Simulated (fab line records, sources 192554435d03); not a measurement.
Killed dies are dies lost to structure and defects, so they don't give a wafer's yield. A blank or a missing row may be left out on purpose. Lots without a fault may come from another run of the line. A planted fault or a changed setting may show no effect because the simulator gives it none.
fab line records | flow n5_finfet
record lots=4 wafers=12 last_day=17
route steps=1938 shown MOL_CONTACT_COAG@624 BEOL_M0_SAQP@632 BEOL_M0_CUTY@710 BEOL_M4@1111 PASSIVATION@1936
lots that met no fault: from a run of the same line without faults
start_h: hours from the record's first day to the start of the lot's first wafer shown | wait_h: hours since the lot's step before | " the same as in the row above | L1.1+2: a row that stands for several wafers | - no value, or no start given | * or withheld: withheld | < > ~ a bound
route shown NAME@n: a module of which the file shows steps, and the number in the route of the first | usual: mean/standard deviation of fault-free wafers | same: alike in all rows | chamber/n: place in a boat | sites: the reading at each site | _std_site: their standard deviation | _edge_site: outer sites' mean less inner sites' | radius_mm: how far each site lies from the wafer's centre | mask NAME#n: copy n | behind: the tool/chamber that last shaped the wafer | hold: why the lot was held/for how many hours/how that ended | device: the transistor (n, p or np) that didn't switch | end of line: the same wafers' tests at the end of the route | a step without rows: its recipe alone | killed: dies lost to structure and defects at the first sort, not the wafer's yield | map: a wafer's dies, x killed, . not, _ none there
set.NAME: the setting as run; set.NAME@STEP: as run at that earlier step | model.NAME: the simulator's own value behind a step, which no gauge read
lots at some steps of the route; a table a step, a row a wafer
services: from which hour (start_h, from the record's first day; less than 0 if before it) a tool's chamber was out of use, for how many hours, and why
## steps
# step N5_MOL_CONTACT_COAG_CVD_140
# recipe material=W target_thk_a=665 mode=selective_fill temp_c=300 time_s=215
# step N5_MOL_CONTACT_COAG_PRECLEAN_127
# recipe chemistry=DIW time_s=57.5 temp_c=23
# step N5_MOL_CONTACT_COAG_SRD_128
# recipe dry_time_s=32 dry=n2_spin spin_rpm=1500
# step N5_MOL_CONTACT_COAG_CMP_52
# recipe stop_on=SiO2 t_overpolish_s=1.5 post_cmp_clean=w_dilute_nh4oh down_force_psi=4 platen_rpm=50.289 pad_velocity_m_s=1.0006 target_thk_nm=66.5
# step N5_MOL_CONTACT_COAG_ANNEAL_112
# recipe temp_c=400 time_s=1800 ambient=HPD2 pressure_atm=10
# step N5_BEOL_M0_SAQP_PECVD_00
# recipe material=SiCN target_thk_a=80 temp_c=withheld precursor=3MS/NH3 pressure_torr=3 rf_w=202 time_s=14
# step N5_BEOL_M0_SAQP_ILD_DEP_01
# recipe material=SiOC target_thk_a=454.19 temp_c=350 precursor=DEMS/O2 pressure_torr=5 rf_w=500 time_s=8.7
# step N5_BEOL_M0_SAQP_HM_DEP_02
# recipe material=TiN target_thk_a=120 temp_c=25 chamber_pressure_pa=0.49996
# step N5_BEOL_M0_SAQP_PECVD_03
# recipe material=SiCN target_thk_a=120 temp_c=withheld precursor=3MS/NH3 pressure_torr=3 rf_w=202 time_s=21.1
# step N5_BEOL_M0_SAQP_PECVD_96
# recipe material=a-Si target_thk_a=450 temp_c=350 precursor=SiH4/He pressure_torr=3 rf_w=100 time_s=45.2
# usual chamber_pressure_Torr=3.000/0.0064 heater_power_w=623/100 rf_fwd_power_W=99.0/0.37 showerhead_plenum_p_Torr=5.70/0.049 throttle_valve_pct=18.4/0.88
# columns lot.wafer tool chamber start_h wait_h chamber_pressure_Torr heater_power_w rf_fwd_power_W showerhead_plenum_p_Torr throttle_valve_pct
L823.2 pecvd-03 2 122.06 0.0 2.985 682 98.6 5.65 18.4
L823.3 " 0 " " 3.003 701 99.0 5.78 18.8
L823.6 " 2 " " 2.996 687 99.6 5.65 18.3
L838.2 pecvd-03 0 210.41 0.0 3.005 631 99.1 5.78 18.6
L838.4 " 1 " " 2.992 637 99.6 5.77 19.5
L838.5 " 0 " " 2.996 655 99.1 5.78 18.6
L840.1 pecvd-03 1 222.98 0.1 2.991 572 99.7 5.76 19.3
L840.2 " 1 " " 2.998 580 99.1 5.76 19.4
L840.4 " 1 " " 3.002 580 99.2 5.78 19.3
L843.1 pecvd-02 0 239.54 0.0 3.008 835 99.3 5.72 18.1
L843.2 " 1 " " 2.996 556 98.8 5.69 19.2
L843.3 " 2 " " 2.992 611 99.4 5.67 17.8
# step N5_BEOL_M0_SAQP_PECVD_97
# recipe material=SiNx target_thk_a=230 temp_c=350 precursor=SiH4/NH3/N2 pressure_torr=1.5 rf_w=300 time_s=19.9
# step N5_BEOL_M0_SAQP_PECVD_04
# recipe material=a-Si target_thk_a=600 temp_c=350 precursor=SiH4/He pressure_torr=3 rf_w=100 time_s=60.2
# step N5_BEOL_M0_SAQP_HM_DEP_111
# recipe material=SiO2 target_thk_a=120 temp_c=400 precursor=SiH4/N2O pressure_torr=0.75 rf_w=275 time_s=7.2
# step N5_BEOL_M0_SAQP_COAT_81
# recipe resist=SOC temp_c=250 time_s=60 spin_rpm=1500 resist_thk_nm=100
# step N5_BEOL_M0_SAQP_COAT_82
# recipe resist=SiARC temp_c=220 time_s=60 spin_rpm=1500 resist_thk_nm=30
# step N5_BEOL_M0_SAQP_COAT_08
# recipe resist=CAR-ArF spin_rpm=1500 resist_thk_nm=90
# step N5_BEOL_M0_SAQP_EBR_10
# recipe solvent=PGMEA ebr_width_mm=1.5
# step N5_BEOL_M0_SAQP_SOFTBAKE_09
# recipe temp_c=110 time_s=60 resist=CAR-ArF
# step N5_BEOL_M0_SAQP_EXPOSE_11
# recipe mask_id=M0_CORE na=1.35 source_shape=dipole sigma_inner=0.538 sigma_outer=0.738 polarization=te target_cd_nm=42 dose_mj=55
# step N5_BEOL_M0_SAQP_PEB_12
# recipe peb_temp_c=withheld peb_time_s=60 resist=CAR-ArF
# step N5_BEOL_M0_SAQP_DEVELOP_13
# recipe develop_time_s=30 developer=TMAH resist=CAR-ArF dev_temp_c=23 rinse_liquid=diw dry=air_spin
# step N5_BEOL_M0_SAQP_INSPECT_16
# recipe mode=adi inspect_instrument=brightfield
# usual raw_defect_count=496/120
# columns lot.wafer tool chamber start_h wait_h raw_defect_count
L823.2 defect_inspect-02 - 122.65 0.0 514
L823.3 " - " " 452
L823.6 " - " " 508
L838.2 defect_inspect-01 - 211.08 0.0 1136
L838.4 " - " " 978
L838.5 " - " " 1033
L840.1 defect_inspect-02 - 224.00 0.0 1196
L840.2 " - " " 976
L840.4 " - " " 1233
L843.1 defect_inspect-01 - 240.26 0.0 395
L843.2 " - " " 457
L843.3 " - " " 546
# step N5_BEOL_M0_SAQP_DESCUM_19
# recipe chemistry=O2 time_s=7.9 source_power_w=50 bias_power_w=20 pressure_mtorr=20 rf_frequency_hz=2.712e+07 temp_c=40 resist=CAR-ArF o2_flow_sccm=225
# step N5_BEOL_M0_SAQP_ETCH_83
# recipe chemistry=CF4 target=SiARC target_depth_a=390 mask_material=CAR-ArF time_s=65 ion_energy_ev=80 pressure_mtorr=40 source_w=545 bias_w=36 Ar_flow_sccm=100 cf4_flow_sccm=100 ends=cleared
# step N5_BEOL_M0_SAQP_ETCH_84
# recipe chemistry=N2/H2 target=SOC target_depth_a=1000 overetch_a=200 mask_material=SiARC temp_c=40 time_s=150 ion_energy_ev=200 pressure_mtorr=30 source_w=840 bias_w=150 n2_flow_sccm=200 h2_flow_sccm=200
# step N5_BEOL_M0_SAQP_STRIP_80
# recipe chemistry=N2/H2 temp_c=40 n2_flow_sccm=200 h2_flow_sccm=200 rf_frequency_hz=6e+07
# step N5_BEOL_M0_SAQP_HM_OPEN_112
# recipe chemistry=CHF3/O2 target=SiO2 stop_on=a-Si target_depth_a=120 over_etch_frac=1.25 mask_material=SOC time_s=13.5 pressure_mtorr=30 source_w=650 bias_w=170 Ar_flow_sccm=200 CHF3_flow_sccm=50 O2_flow_sccm=5 ion_energy_ev=200 ends=end_point
# step N5_BEOL_M0_SAQP_STRIP_113
# recipe chemistry=CHF3/O2 resist=SiARC rf_frequency_hz=6e+07
# step N5_BEOL_M0_SAQP_MANDREL_ETCH_20
# recipe target_depth_a=600 chemistry=HBr/Cl2 target=a-Si stop_on=SiNx bt_time_s=10 mask_material=SOC over_etch_frac=0.5 time_s=30 pressure_mtorr=10 icp_w=800 bias_w=75 HBr_flow_sccm=150 Cl2_flow_sccm=80 ends=end_point
# step N5_BEOL_M0_SAQP_STRIP_86
# recipe chemistry=N2/H2 power_w=500 temp_c=40 pressure_mtorr=50 rf_frequency_hz=6e+07 overash_fraction=0.3 bias_power_w=28 h2_frac=0.5 n2_flow_sccm=300 h2_flow_sccm=300
# step N5_BEOL_M0_SAQP_STRIP_115
# recipe chemistry=post_etch_residue_remover time_s=60 temp_c=25 remover_ph=withheld remover_water_wt_pct=withheld remover_fluoride_wt_pct=withheld
# step N5_BEOL_M0_SAQP_SRD_93
# recipe dry=ipa_marangoni time_s=30 temp_c=23 rinse_liquid=diw
# step N5_BEOL_M0_SAQP_RECESS_114
# recipe chemistry=HF/NH3 target=SiO2 target_depth_a=144 afs_cycles=3 temp_c=30 sublimation_temp_c=180 sublimation_time_s=60
# step N5_BEOL_M0_SAQP_SPACER1_ALD_98
# recipe material=SiO2 target_thk_a=128 temp_c=300 ald_precursor_family=BDEAS ald_co_reactant=O2-plasma pulse_time_s=1 purge_time_s=2 co_reactant_purge_time_s=2 ald_cycles=138 pressure_torr=2
# step N5_BEOL_M0_SAQP_SPACER1_ETCHBACK_99
# recipe chemistry=CHF3/O2 mode=anisotropic_etchback target=SiO2 target_depth_a=154 time_s=7.7 pressure_mtorr=30 source_w=650 bias_w=170 Ar_flow_sccm=200 CHF3_flow_sccm=50 O2_flow_sccm=5 ion_energy_ev=200
# step N5_BEOL_M0_SAQP_MANDREL1_REMOVE_100
# recipe chemistry=HBr/Cl2/O2 bt_time_s=10 target=a-Si stop_on=SiNx endpoint=OES-SiCl over_etch_frac=0.85 icp_w=600 bias_w=30 HBr_flow_sccm=150 Cl2_flow_sccm=80 O2_flow_sccm=5 pressure_mtorr=10
# step N5_BEOL_M0_SAQP_INSPECT_42
# recipe mode=adi inspect_instrument=brightfield
# usual raw_defect_count=294/75
# columns lot.wafer tool chamber start_h wait_h raw_defect_count
L823.2 defect_inspect-02 - 126.88 0.0 348
L823.3 " - " " 221
L823.6 " - " " 353
L838.2 defect_inspect-01 - 215.55 0.1 784
L838.4 " - " " 863
L838.5 " - " " 893
L840.1 defect_inspect-02 - 228.52 0.1 1044
L840.2 " - " " 841
L840.4 " - " " 932
L843.1 defect_inspect-01 - 244.46 0.1 244
L843.2 " - " " 266
L843.3 " - " " 314
# step N5_BEOL_M0_CUTY_INSPECT_59
# recipe mode=adi inspect_instrument=macro
# usual raw_defect_count=2.0/1.5
# columns lot.wafer tool chamber start_h wait_h raw_defect_count
L823.2 defect_inspect-02 - 128.27 0.0 5
L823.3 " - " " 2
L823.6 " - " " 3
L838.2 defect_inspect-01 - 217.31 0.0 >300
L838.4 " - " " >300
L838.5 " - " " >300
L840.1 defect_inspect-02 - 230.02 0.0 >300
L840.2 " - " " >300
L840.4 " - " " >300
L843.1 defect_inspect-02 - 246.58 0.0 2
L843.2 " - " " 2
L843.3 " - " " 0
# step N5_BEOL_M4_RC_MEAS_101
# usual DIBL_N=35.8/1.6 DIBL_P=36.0/2.1 IOFF_N=0.153/0.026 IOFF_P=0.21/0.037 ION_N=673/11 ION_P=462/7.6 SS_N=71.4/0.53 SS_P=73.2/0.67 VT_N=250/3.2 VT_P=-250/3.7
# columns lot.wafer tool chamber start_h wait_h DIBL_N[mV/V] DIBL_P[mV/V] IOFF_N[nA/um] IOFF_P[nA/um] ION_N[uA/um] ION_P[uA/um] SS_N[mV/dec] SS_P[mV/dec] VT_N[mV] VT_P[mV]
L823.2 prober-01 0 192.11 0.2 37.4 40.7 0.186 0.31 674 470 71.6 74.4 249 -242
L823.3 " 0 " " 36.0 38.9 0.167 0.29 677 471 71.6 73.6 251 -242
L823.6 " 0 " " 36.9 39.6 0.181 0.29 683 475 71.9 73.5 246 -242
L838.2 prober-01 0 276.04 0.2 36.5 38.1 0.170 0.22 676 474 71.2 74.0 249 -250
L838.4 " 0 " " 32.1 32.4 0.097 0.14 646 445 70.9 72.8 257 -258
L838.5 " 0 " " 33.8 34.6 0.127 0.17 657 454 71.2 73.0 253 -255
L840.1 prober-01 0 289.30 0.0 38.0 39.5 0.183 0.24 679 465 72.1 74.6 252 -250
L840.2 " 0 " " 39.4 40.2 0.217 0.27 695 469 72.5 74.8 249 -250
L840.4 " 0 " " 36.0 35.2 0.145 0.18 667 454 71.4 73.5 251 -254
L843.1 prober-01 0 302.14 0.0 31.6 30.1 0.090 0.13 651 448 70.3 71.3 256 -257
L843.2 " 0 " " 38.0 37.4 0.200 0.24 691 464 72.0 73.2 243 -247
L843.3 " 0 " " 37.5 38.7 0.195 0.24 688 469 71.7 74.2 247 -249
# step N5_PASSIVATION_PROBE_49
# usual defect_limited_yield=91.3/1.5 killed_at_M0_to_M3=33/12 killed_at_M4_up=13/5.2 killed_at_contacts=13/6.7 killed_at_front_end=40/11 killed_at_other=4.1/2.7 killed_dies=103/17 killed_on_rim=14/4.2 killed_open=69/13 killed_short=33/8.4 sort_bin_5_function=5.1/1 sort_bin_6_memory=3.2/0.62 sort_n_pass=1077/17 sort_yield_pct=91.3/1.5
# same gross_dies=1180 killed_at_back_side=0 sort_bin_4_leakage[%]=0 sort_bin_8_speed[%]=0
# columns lot.wafer tool chamber start_h wait_h defect_limited_yield[%] killed_at_M0_to_M3 killed_at_M4_up killed_at_contacts killed_at_front_end killed_at_other killed_dies killed_on_rim killed_open killed_short sort_bin_5_function[%] sort_bin_6_memory[%] sort_n_pass sort_yield_pct[%]
L838.2 prober-02 - 388.20 0.1 82.0 146 14 13 36 3 212 15 59 29 10.9 3.9 968 82.0
L838.4 prober-02 - 388.30 0.2 89.6 77 11 5 25 5 123 31 50 32 5.6 3.4 1057 89.6
L838.5 prober-02 - 388.35 0.2 82.4 155 8 9 34 2 208 9 50 23 11.4 3.6 972 82.4
L840.1 prober-01 - 395.00 0.0 87.4 70 8 13 53 5 149 29 61 43 7.5 3.1 1031 87.4
L840.2 prober-01 - 395.05 0.1 87.2 75 7 18 44 7 151 30 60 39 6.5 4.1 1029 87.2
L840.4 prober-01 - 395.15 0.2 86.0 78 15 22 48 2 165 32 87 31 8.1 4.2 1015 86.0
# killed by level:class
L838.2 BEOL_M0_SAQP:unspecified=120 FIN_SAQP:geometric_particle:open=14 MOL_CONTACT_COAG:geometric_particle:open=12 FIN_SAQP:geometric_particle:short=10 BEOL_M2:geometric_particle:open=6 BEOL_M3:geometric_particle:open=5 BEOL_M1:geometric_particle:short=4 BEOL_M4:geometric_particle:open=4
L838.4 BEOL_M0_SAQP:unspecified=41 BEOL_M3:geometric_particle:open=8 BEOL_M1:geometric_particle:open=7 BEOL_M4:geometric_particle:open=7 BEOL_M0_SAQP:geometric_particle:short=6 BEOL_M2:geometric_particle:open=5 FIN_SAQP:geometric_particle:short=4 BEOL_M3:geometric_particle:short=4
L838.5 BEOL_M0_SAQP:unspecified=135 DUMMY_GATE:geometric_particle:open=9 MOL_CONTACT_COAG:geometric_particle:open=7 BEOL_M2:geometric_particle:open=7 FIN_SAQP:geometric_particle:short=6 FIN_SAQP:geometric_particle:open=6 BEOL_M1:geometric_particle:open=5 STARTING-WAFER:geometric_particle:open=5
L840.1 BEOL_M0_SAQP:unspecified=43 MOL_CONTACT_COAG:geometric_particle:open=12 FIN_SAQP:geometric_particle:short=11 FIN_SAQP:geometric_particle:open=11 GATE_CUT:geometric_particle:short=9 DUMMY_GATE:geometric_particle:open=8 BEOL_M0_SAQP:geometric_particle:short=6 BEOL_M0:geometric_particle:open=5
L840.2 BEOL_M0_SAQP:unspecified=47 MOL_CONTACT_COAG:geometric_particle:open=12 FIN_SAQP:geometric_particle:open=6 STI_FIN_REVEAL:geometric_particle:open=6 DUMMY_GATE:geometric_particle:open=6 GATE_CUT:geometric_particle:short=5 MOL_CONTACT_COAG:geometric_particle:short=5 BEOL_M1:geometric_particle:short=5
L840.4 BEOL_M0_SAQP:unspecified=45 MOL_CONTACT_COAG:geometric_particle:open=19 BEOL_M2:geometric_particle:open=11 ILD0:geometric_particle:open=7 BEOL_M1:geometric_particle:open=7 FIN_SAQP:geometric_particle:short=6 DUMMY_GATE:geometric_particle:open=6 ILD0:geometric_particle:short=6
# map L838.2 (x killed, . not)
_________________.......x..x.________________
______________.................._____________
___________.x................x.x...__________
__________.xx................x..x.x._________
________............xx...........x...._______
_______...................x...x...x....______
______.x................................_____
_____...x....x.......x...................____
____...............x......x..........x....___
___......x............x....x....x..........__
___x....xx...x........x.x.x.....x........x.__
__x.x................................x......_
__.x...x.........x.x.....xx..xx.......x....._
_..x......................xxx...x............
_......x........x.........xx.xxxx..x........x
_..................x...xxxxxxxxxxx.x...x.....
_....xx................xxxxxxxxxxxxx.........
_x.....x......x.......xxxxxxxxxxxxxx.........
_................xx...xxxxxxxxxxxxxx.........
_..................x.xx.xxxxxxxxxxx..........
_....x..x.....x...x...xxxxxxxxxxxxx.x........
__......x....x..........xxxxxxxx.x.x.x..x..x_
__....x...x...x..x.....x.xxxxxxxx.....x....._
___.....x.................xx.xxxx..........__
___..x.....................x.xxx...........__
____x................x....................___
_____...x......x..........x..............____
______............x.............x......._____
_______.x..................x...........______
________...................x....x....._______
__________........x................._________
___________x........x..............__________
______________.................._____________
_________________............________________
# map L840.4 (x killed, . not)
_________________..x.......xx________________
______________x................._____________
___________..x.......x.......x.....__________
__________.........................._________
________...x.............x.........x.._______
_______...x..x.............x...........______
______............x......x.........xxx.x_____
_____.....xx................x.x.x.x...xxx____
____...........xx....x................xxxx___
___...................xx..x..xx......xxxxxx__
___..........x........................xxxxx__
__............x......................xxxxxxx_
__x.x.....x...........................xxxxxx_
_.xx..x......x..........................xxxxx
_..x..........................x..........xxxx
_..........x.......................x.....x.xx
_...x......x..xx...x.x.......................
_.........................................x..
_..x.........x..x.......x..............xx.x..
_x..........x.....x............x...........x.
_...............xx...............x......xx...
__..........x..............................._
__....x..x........x.......x.......x........._
___............x.x.x..............x.....x..__
___x.......x..................x...x.......x__
____..............x.x.........x........x..___
_____x..........x.......x..x...xx........____
______.......x...x..x...x.x...x........._____
_______......x...xx...xx...x........x..______
________..........x..x..........x....x_______
__________...................xx.x..._________
___________..x.......x.......x..x..__________
______________................x._____________
_________________........x...________________
## services
# columns tool chamber start_h hours kind
pecvd-02 - 139.84 0.3 repair
pecvd-02 2 164.86 29.8 repair
pecvd-02 - 165.15 0.4 repair
pecvd-02 1 189.86 2.9 repair
pecvd-03 2 202.38 - clean
pecvd-03 2 202.38 - consumable_replace:showerhead
pecvd-03 2 202.38 29.0 scheduled_down
pecvd-03 2 202.38 29.0 vent_cycle
pecvd-03 0 222.11 2.1 scheduled_down
## key
first_sign step=N5_BEOL_M0_SAQP_INSPECT_16 reading=raw_defect_count direction=up sigmas=4.8 usual=496 struck=1092
effect step=N5_BEOL_M0_SAQP_INSPECT_42 reading=raw_defect_count direction=up sigmas=8 usual=294 struck=893
effect step=N5_BEOL_M0_CUTY_INSPECT_59 reading=raw_defect_count direction=up sigmas=99+ usual=2.0 struck=>300
effect step=N5_PASSIVATION_PROBE_49 reading=killed_at_M0_to_M3 direction=up sigmas=5.9 usual=33 struck=100
more_kills_born_at N5_BEOL_M0_SAQP_PECVD_96@pecvd-03=431
met_at N5_BEOL_M0_SAQP_PECVD_96
struck_wafers L838.2,L838.4,L838.5,L840.1,L840.2,L840.4
onset_between 122.06 210.41
fault kind=chamber_particle_source tool=pecvd-03 chamber=- onset_h=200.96 steps=N5_BEOL_M0_SAQP_PECVD_96 rate_per_visit_cm2=0.96052 end_h=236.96
